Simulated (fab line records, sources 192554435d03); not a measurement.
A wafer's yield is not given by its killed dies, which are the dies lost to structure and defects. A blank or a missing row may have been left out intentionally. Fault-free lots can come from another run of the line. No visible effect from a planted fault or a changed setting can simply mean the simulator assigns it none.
fab line records / flow n5-finfet
[record] lots = 3 wafers = 9 last-day = 17
route steps=1938 shown BEOL_M12@1636 BEOL_M13@1659 PASSIVATION@1936
lots untouched by any fault: they come from a run of this same line in which no faults occurred
start-h: hours from the record's first day to the start of the lot's first wafer shown / wait-h: how many hours have passed since the lot's step before this one / " identical to the entry in the row above / L1.1+2: several wafers, shown together as one row / - no value, or no start was given / * or withheld: withheld / < > ~ a bound
route shown NAME@n: names a module that has steps shown in the file, with the first one's number in the route / usual: the fault-free wafers' mean and standard deviation / same: alike in all rows / chamber/n: place in a boat / sites: per-site readings / _std_site: standard deviation across them / _edge_site: mean of outer sites minus mean of inner sites / radius-mm: how far each site lies from the wafer's centre / mask NAME#n: copy n / behind: the last tool/chamber to shape the wafer / hold: why the lot went on hold/how many hours it stayed there/how the hold came to an end / device: which transistor (n, p or np) failed to switch / end of line: the route-end tests of the same wafers / a step given without rows: its recipe and nothing more / killed: dies that structure and defects cost at the first sort, which is not the same as the wafer's yield / map: a wafer's dies, x killed, . not, _ none there
set.NAME: the run value of the setting; set.NAME@STEP: its run value at that earlier step / model.NAME: the simulator's own value behind a step, which no gauge read
lots seen at some steps along the route; tables by step, rows by wafer
[[steps]]
[step N5_BEOL_M12_ETCH_67]
[recipe] chemistry = CF4 target = SiARC target-depth-a = 1430 time-s = 238.3 ion-energy-ev = 80 pressure-mtorr = 40 source-w = 545 bias-w = 36 Ar_flow_sccm = 100 cf4-flow-sccm = 100 ends = cleared
[step N5_BEOL_M12_ETCH_68]
[recipe] chemistry = N2/H2 target = SOC mask-material = SiARC source-w = 3000 bias-w = 350 temp-c = 40 time-s = 285 ion-energy-ev = 200 pressure-mtorr = 30 n2-flow-sccm = 200 h2-flow-sccm = 200
[step N5_BEOL_M12_STRIP_69]
[recipe] chemistry = N2/H2 temp-c = 40 n2-flow-sccm = 200 h2-flow-sccm = 200 rf-frequency-hz = 6e+07
[step N5_BEOL_M12_TRENCH_ETCH_34]
[recipe] chemistry = C4F8/O2/Ar target = SiOC target-depth-a = 3189.5 mask-material = SOC pressure-mtorr = 30 source-w = 3000 bias-w = 700 Ar_flow_sccm = 400 C4F8_flow_sccm = 15 O2_flow_sccm = 8 he-inner-torr = 15 he-outer-torr = 30 time-s = 125.5 ion-energy-ev = 250
[step N5_BEOL_M12_STRIP_70]
[recipe] chemistry = C4F8/O2/Ar resist = SiARC rf-frequency-hz = 6e+07
[step N5_BEOL_M12_STRIP_37]
[recipe] chemistry = N2/H2 power-w = 1000 temp-c = 250 h2-frac = 0.65 overash-fraction = 0.3 pressure-mtorr = withheld n2-flow-sccm = 1750 h2-flow-sccm = 3250
[step N5_BEOL_M12_ETCH_38]
[recipe] chemistry = CF4/N2 target = SiCN target-depth-a = 687 taper-deg = 2 time-s = 73.4 ion-energy-ev = 150 mask-material = SiO2 pressure-mtorr = 40 source-w = 430 bias-w = 70 Ar_flow_sccm = 100 cf4-flow-sccm = 60 n2-flow-sccm = 60
[step N5_BEOL_M12_PRECLEAN_39]
[recipe] chemistry = residue-remover time-s = 60 temp-c = 40
[step N5_BEOL_M12_SRD_40]
[recipe] time-s = 30 temp-c = 23 rinse-liquid = diw dry = n2-spin spin-rpm = 1500 dry-time-s = 30
[step N5_BEOL_M12_DEGAS_41]
[recipe] ambient = vacuum temp-c = 250 time-s = 60
[step N5_BEOL_M12_PRE_CLEAN_42]
[recipe] gas = H2/He time-s = 30 temp-c = 250
[step N5_BEOL_M12_SPUTTER_43]
[recipe] material = TaN target-thk-a = 150 temp-c = 50 bias-v = 168.6 power-w = 15000 chamber-pressure-pa = 0.12 time-s = 24.19
[usual] throttle-valve-pct = 29.9/1.3
lot.wafer=L225.1 tool=pvd-sputter-03 chamber=- start-h=241.72 wait-h=0.0 throttle-valve-pct=28.2
lot.wafer=L225.3 tool=pvd-sputter-03 chamber=- start-h=241.72 wait-h=0.0 throttle-valve-pct=28.0
lot.wafer=L225.6 tool=pvd-sputter-03 chamber=- start-h=241.72 wait-h=0.0 throttle-valve-pct=30.6
lot.wafer=L227.2 tool=pvd-sputter-01 chamber=- start-h=257.91 wait-h=0.0 throttle-valve-pct=29.1
lot.wafer=L227.5 tool=pvd-sputter-01 chamber=- start-h=257.91 wait-h=0.0 throttle-valve-pct=30.2
lot.wafer=L227.6 tool=pvd-sputter-01 chamber=- start-h=257.91 wait-h=0.0 throttle-valve-pct=28.9
lot.wafer=L246.4 tool=pvd-sputter-03 chamber=- start-h=376.52 wait-h=0.0 throttle-valve-pct=28.4
lot.wafer=L246.5 tool=pvd-sputter-03 chamber=- start-h=376.52 wait-h=0.0 throttle-valve-pct=31.9
lot.wafer=L246.6 tool=pvd-sputter-03 chamber=- start-h=376.52 wait-h=0.0 throttle-valve-pct=28.2
[step N5_BEOL_M12_SPUTTER_44]
[recipe] material = Ta target-thk-a = 100 temp-c = 50 bias-v = 80 power-w = 15000 chamber-pressure-pa = 0.07 time-s = 16.13
[step N5_BEOL_M12_SPUTTER_45]
[recipe] material = Cu target-thk-a = 800 temp-c = -20 bias-v = 60 power-w = 26000 chamber-pressure-pa = 0.13 time-s = 13.33
[step N5_BEOL_M12_ECD_47]
[recipe] material = Cu target-thk-a = 7200
[step N5_BEOL_M12_ANNEAL_48]
[recipe] temp-c = 225 time-s = 90 ambient = N2
[step N5_BEOL_M12_CMP_49]
[recipe] stop-on = SiOC t-overpolish-s = 20.6 down-force-psi = 1 platen-rpm = 50 clearing-platen-down-force-psi = 1.5 clearing-platen-rpm = 50 post-cmp-clean = cu-alkaline target-thk-nm = 320 clearing-platen-pad-velocity-m-s = 0.99484 pad-velocity-m-s = 0.99484
[step N5_BEOL_M12_PRE_CLEAN_52]
[recipe] gas = NH3 time-s = 15 temp-c = withheld rf-power-w = 300
[step N5_BEOL_M12_DEP_53]
[recipe] material = SiCN target-thk-a = 300 temp-c = withheld precursor = 3MS/NH3 pressure-torr = 3 rf-w = 675 time-s = 10.5
[step N5_BEOL_M13_ILD_DEP_00]
[recipe] material = SiOC target-thk-a = 8379.2 temp-c = 350 precursor = DEMS/O2 pressure-torr = 5 rf-w = 500 time-s = 166.4
[step N5_BEOL_M13_COAT_58]
[recipe] resist = BARC temp-c = 205 time-s = 60 spin-rpm = 1500 resist-thk-nm = 89
[step N5_BEOL_M13_COAT_04]
[recipe] spin-rpm = 1625 resist-thk-nm = 400
[step N5_BEOL_M13_EBR_06]
[recipe] solvent = PGMEA ebr-width-mm = 1.5
[step N5_BEOL_M13_SOFTBAKE_05]
[recipe] temp-c = 130 time-s = 60
[step N5_BEOL_M13_EXPOSE_07]
[recipe] mask-id = V12 na = 0.93 source-shape = conventional sigma-outer = 0.6 polarization = unpolarized attpsm-phase-deg = 180 dose-mj = 24.8
[step N5_BEOL_M13_PEB_08]
[recipe] peb-temp-c = 130 peb-time-s = 90
[step N5_BEOL_M13_DEVELOP_09]
[recipe] develop-time-s = 45 rinse-liquid = diw dry = air-spin dev-temp-c = 21
[step N5_BEOL_M13_HARDBAKE_14]
[recipe] temp-c = 130 time-s = 120
[step N5_BEOL_M13_DESCUM_15]
[recipe] chemistry = O2 time-s = 7.9 source-power-w = 50 bias-power-w = 20 pressure-mtorr = 20 rf-frequency-hz = 2.712e+07 temp-c = 40 o2-flow-sccm = 225
[step N5_BEOL_M13_ETCH_59]
[recipe] chemistry = N2/H2 target = BARC target-depth-a = 890 overetch-a = 267 time-s = 67.9 ion-energy-ev = 200 pressure-mtorr = 30 source-w = 840 bias-w = 150 n2-flow-sccm = 200 h2-flow-sccm = 200
[step N5_BEOL_M13_VIA_ETCH_16]
[recipe] chemistry = C4F8/O2/Ar target = SiOC pressure-mtorr = 30 source-w = 3000 bias-w = 700 Ar_flow_sccm = 400 C4F8_flow_sccm = 15 O2_flow_sccm = 8 he-inner-torr = 15 he-outer-torr = 30 target-depth-a = 9217 time-s = withheld ion-energy-ev = 250 ends = cleared
[step N5_BEOL_M13_STRIP_63]
[recipe] chemistry = N2/H2 power-w = 1000 temp-c = 250 h2-frac = 0.65 overash-fraction = 0.3 pressure-mtorr = 1000 n2-flow-sccm = 1750 h2-flow-sccm = 3250
[step N5_BEOL_M13_STRIP_64]
[recipe] chemistry = N2/H2 power-w = 1000 temp-c = 250 h2-frac = 0.65 overash-fraction = 0.3 pressure-mtorr = withheld n2-flow-sccm = 1750 h2-flow-sccm = 3250
[step N5_BEOL_M13_STRIP_71]
[recipe] chemistry = post-etch-residue-remover time-s = 60 temp-c = 25 remover-ph = withheld remover-water-wt-pct = withheld remover-fluoride-wt-pct = withheld
[step N5_PASSIVATION_PROBE_49]
[usual] defect-limited-yield = 91.5/1.4 killed_at_M0_to_M3 = 32/9.8 killed_at_M4_up = 13/5.3 killed-at-contacts = 13/6.4 killed-at-front-end = 39/10 killed-at-other = 3.1/2.5 killed-dies = 100/17 killed-on-rim = 13/3.9 killed-open = 65/13 killed-short = 33/7.7 sort_bin_5_function = 5.0/0.93 sort_bin_6_memory = 3.2/0.69 sort-n-pass = 1080/17 sort-yield-pct = 91.5/1.4
[same] gross-dies = 1180 killed-at-back-side = 0 sort_bin_4_leakage[%] = 0 sort_bin_8_speed[%] = 0
lot.wafer=L225.1 tool=prober-02 chamber=- start-h=275.94 wait-h=0.0 defect-limited-yield[%]=90.0 killed_at_M0_to_M3=28 killed_at_M4_up=13 killed-at-contacts=23 killed-at-front-end=54 killed-at-other=0 killed-dies=118 killed-on-rim=15 killed-open=76 killed-short=42 sort_bin_5_function[%]=5.1 sort_bin_6_memory[%]=4.6 sort-n-pass=1062 sort-yield-pct[%]=90.0
lot.wafer=L225.3 tool=prober-02 chamber=- start-h=276.04 wait-h=0.1 defect-limited-yield[%]=90.8 killed_at_M0_to_M3=32 killed_at_M4_up=9 killed-at-contacts=17 killed-at-front-end=45 killed-at-other=6 killed-dies=109 killed-on-rim=6 killed-open=70 killed-short=38 sort_bin_5_function[%]=5.2 sort_bin_6_memory[%]=3.7 sort-n-pass=1071 sort-yield-pct[%]=90.8
lot.wafer=L225.6 tool=prober-02 chamber=- start-h=276.19 wait-h=0.3 defect-limited-yield[%]=91.2 killed_at_M0_to_M3=34 killed_at_M4_up=8 killed-at-contacts=14 killed-at-front-end=45 killed-at-other=3 killed-dies=104 killed-on-rim=16 killed-open=54 killed-short=49 sort_bin_5_function[%]=5.0 sort_bin_6_memory[%]=3.3 sort-n-pass=1076 sort-yield-pct[%]=91.2
lot.wafer=L227.2 tool=prober-02 chamber=- start-h=307.49 wait-h=0.1 defect-limited-yield[%]=90.0 killed_at_M0_to_M3=54 killed_at_M4_up=16 killed-at-contacts=11 killed-at-front-end=34 killed-at-other=3 killed-dies=118 killed-on-rim=13 killed-open=72 killed-short=44 sort_bin_5_function[%]=5.5 sort_bin_6_memory[%]=4.2 sort-n-pass=1062 sort-yield-pct[%]=90.0
lot.wafer=L227.5 tool=prober-02 chamber=- start-h=307.64 wait-h=0.2 defect-limited-yield[%]=92.2 killed_at_M0_to_M3=23 killed_at_M4_up=7 killed-at-contacts=19 killed-at-front-end=40 killed-at-other=3 killed-dies=92 killed-on-rim=12 killed-open=59 killed-short=32 sort_bin_5_function[%]=3.6 sort_bin_6_memory[%]=3.6 sort-n-pass=1088 sort-yield-pct[%]=92.2
lot.wafer=L227.6 tool=prober-02 chamber=- start-h=307.69 wait-h=0.3 defect-limited-yield[%]=92.6 killed_at_M0_to_M3=21 killed_at_M4_up=11 killed-at-contacts=24 killed-at-front-end=28 killed-at-other=3 killed-dies=87 killed-on-rim=9 killed-open=62 killed-short=23 sort_bin_5_function[%]=4.8 sort_bin_6_memory[%]=2.3 sort-n-pass=1093 sort-yield-pct[%]=92.6
lot.wafer=L246.4 tool=prober-02 chamber=- start-h=413.03 wait-h=0.2 defect-limited-yield[%]=88.1 killed_at_M0_to_M3=51 killed_at_M4_up=56 killed-at-contacts=6 killed-at-front-end=26 killed-at-other=2 killed-dies=141 killed-on-rim=32 killed-open=51 killed-short=39 sort_bin_5_function[%]=6.8 sort_bin_6_memory[%]=3.1 sort-n-pass=1039 sort-yield-pct[%]=88.1
lot.wafer=L246.5 tool=prober-02 chamber=- start-h=413.08 wait-h=0.2 defect-limited-yield[%]=93.4 killed_at_M0_to_M3=34 killed_at_M4_up=5 killed-at-contacts=7 killed-at-front-end=30 killed-at-other=2 killed-dies=78 killed-on-rim=4 killed-open=46 killed-short=29 sort_bin_5_function[%]=3.6 sort_bin_6_memory[%]=2.6 sort-n-pass=1102 sort-yield-pct[%]=93.4
lot.wafer=L246.6 tool=prober-02 chamber=- start-h=413.13 wait-h=0.3 defect-limited-yield[%]=86.3 killed_at_M0_to_M3=47 killed_at_M4_up=79 killed-at-contacts=4 killed-at-front-end=32 killed-at-other=0 killed-dies=162 killed-on-rim=31 killed-open=68 killed-short=32 sort_bin_5_function[%]=8.7 sort_bin_6_memory[%]=3.3 sort-n-pass=1018 sort-yield-pct[%]=86.3
// killed by level:class
L225.1 MOL_CONTACT_COAG:geometric-particle:open=18 FIN_SAQP:geometric-particle:open=11 FIN_SAQP:geometric-particle:short=10 STI_FIN_REVEAL:geometric-particle:open=9 BEOL_M3:geometric-particle:open=8 ILD0:geometric-particle:open=6 ILD0:geometric-particle:short=5 MOL_CONTACT_COAG:geometric-particle:short=5
L225.3 STI_FIN_REVEAL:geometric-particle:open=13 BEOL_M3:geometric-particle:open=13 MOL_CONTACT_COAG:geometric-particle:open=11 FIN_SAQP:geometric-particle:open=10 FIN_SAQP:geometric-particle:short=8 MOL_CONTACT_COAG:geometric-particle:short=6 BEOL_M0_SAQP:geometric-particle:short=5 STARTING-WAFER:geometric-particle:short=5
L225.6 BEOL_M2:geometric-particle:open=7 MOL_CONTACT_COAG:geometric-particle:short=7 MOL_CONTACT_COAG:geometric-particle:open=7 BEOL_M0_SAQP:geometric-particle:short=7 FIN_SAQP:geometric-particle:short=5 GATE_CUT:geometric-particle:open=5 BEOL_M2:geometric-particle:short=5 BEOL_M3:geometric-particle:open=5
L227.2 BEOL_M0_SAQP:geometric-particle:short=13 BEOL_M3:geometric-particle:open=11 BEOL_M0_SAQP:geometric-particle:open=10 MOL_CONTACT_COAG:geometric-particle:open=9 FIN_SAQP:geometric-particle:short=7 FIN_SAQP:geometric-particle:open=7 BEOL_M4:geometric-particle:open=7 STI_FIN_REVEAL:geometric-particle:open=6
L227.5 MOL_CONTACT_COAG:geometric-particle:open=16 FIN_SAQP:geometric-particle:open=13 FIN_SAQP:geometric-particle:short=8 BEOL_M0_SAQP:geometric-particle:open=7 BEOL_M0_SAQP:geometric-particle:short=7 STI_FIN_REVEAL:geometric-particle:open=4 BEOL_M2:geometric-particle:short=4 GATE_CUT:geometric-particle:open=3
L227.6 MOL_CONTACT_COAG:geometric-particle:open=20 FIN_SAQP:geometric-particle:open=15 BEOL_M0_SAQP:geometric-particle:short=7 FIN_SAQP:geometric-particle:short=5 BEOL_M2:geometric-particle:open=5 MOL_CONTACT_COAG:geometric-particle:short=4 DUMMY_GATE:geometric-particle:open=3 GATE_CUT:geometric-particle:short=3
L246.4 BEOL_M12:unspecified=50 BEOL_M0_SAQP:geometric-particle:short=12 BEOL_M0_SAQP:geometric-particle:open=9 BEOL_M1:geometric-particle:open=9 FIN_SAQP:geometric-particle:short=6 BEOL_M3:geometric-particle:open=6 STI_FIN_REVEAL:geometric-particle:open=5 MOL_CONTACT_COAG:geometric-particle:open=5
L246.5 FIN_SAQP:geometric-particle:open=10 BEOL_M2:geometric-particle:open=8 BEOL_M0_SAQP:geometric-particle:short=5 BEOL_M0_SAQP:geometric-particle:open=5 BEOL_M3:geometric-particle:open=5 FIN_SAQP:geometric-particle:short=4 MOL_CONTACT_COAG:geometric-particle:open=4 STARTING-WAFER:geometric-particle:open=4
L246.6 BEOL_M12:unspecified=62 BEOL_M2:geometric-particle:open=14 STI_FIN_REVEAL:geometric-particle:open=10 BEOL_M1:geometric-particle:open=9 BEOL_M4:geometric-particle:open=9 FIN_SAQP:geometric-particle:short=5 BEOL_M0_SAQP:geometric-particle:open=5 MOL_CONTACT_COAG:geometric-particle:open=4
// map L246.6 (x killed, . not)
_________________xxxxxxxxxxxx________________
______________.x.xxxxxxxxxxxxxx._____________
___________.....xxxxxxxxxxxxxx..x..__________
__________......x..xxxxxxxxxxx......_________
________.........xx.xxx.xx..xx.....x.._______
_______..x.........x.x.x.x.........x...______
______................x................._____
_____.x.........x........................____
____.x...........x...x...............x....___
___......................xx.x............x.__
___...............x.......x................__
__......x.....xx...x.xx....................._
__.........................x......x........._
_xx.x.......x.......x...xx...................
_...x........................x..x.........x..
_............................................
_............................................
_............................................
_.x............................x.............
_.......x...........x............x...........
_.x.............x..x........xx.x......x.....x
__.x.....x................x........x........_
__......x......x.......x...........x..x..x.._
___.....x..................................__
___.......x.....x........x.x..xx......x..x.__
____........................x..x...x......___
_____x..x.........xx..........x..........____
______......x...............x.........x._____
_______...x........x...x..x............______
________....x........x...x.......xxx.._______
__________.....x...................._________
___________....xx........x.x.......__________
______________............x.x..._____________
_________________............________________
// map L225.1 (x killed, . not)
_________________...x......x.________________
______________......x.........x._____________
___________x..x......xx..x....x....__________
__________...x..x.............x....._________
________.x............x..............._______
_______.....x.......x....x.............______
______...........x......................_____
_____......xx...x..........x.x..x........____
____...................xx.x.x.........x...___
___.x............................x.....x...__
___...xx........................xxx........__
__...........................x....x......x.x_
__......................x.......x.x.x.x....._
_.................x.....x.....x......x.......
_x.......x.....................x.............
_...x.xx................................x....
_....x.....x...xx.........x..............xx..
_x.........x...x...x..........x...........xx.
_..............................x............x
_.....xx.........x....................x......
_.........................x..x............x..
__..........x.....x.....x......x.......x...._
__.......x.......x....x....................._
___..x...x...x..........x........x.........__
___...............x...................x....__
____..................x..x..x........xx...___
_____.xx.....x.........x....x............____
______..........x...............x......._____
_______.............x.................x______
________....................x........x_______
__________.........xx..............._________
___________.................x......__________
______________.....x.......x...._____________
_________________.........x..________________
[[key]]
[first-sign] step = N5_PASSIVATION_PROBE_49 reading = killed_at_M4_up direction = up sigmas = 10 usual = 13 struck = 68
[effect] step = N5_PASSIVATION_PROBE_49 reading = killed-dies direction = up sigmas = 3.1 usual = 100 struck = 152
[more-kills-born-at] N5_BEOL_M12_SPUTTER_43@pvd-sputter-03 = 112
met-at N5_BEOL_M12_SPUTTER_43
struck-wafers L246.4,L246.6
onset-between 241.72 376.52
[fault] kind = chamber-particle-source tool = pvd-sputter-03 chamber = - onset-h = 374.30 steps = N5_BEOL_M12_SPUTTER_43 rate-per-visit-cm2 = 1.1469 end-h = 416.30 scope = struck-wafers-only
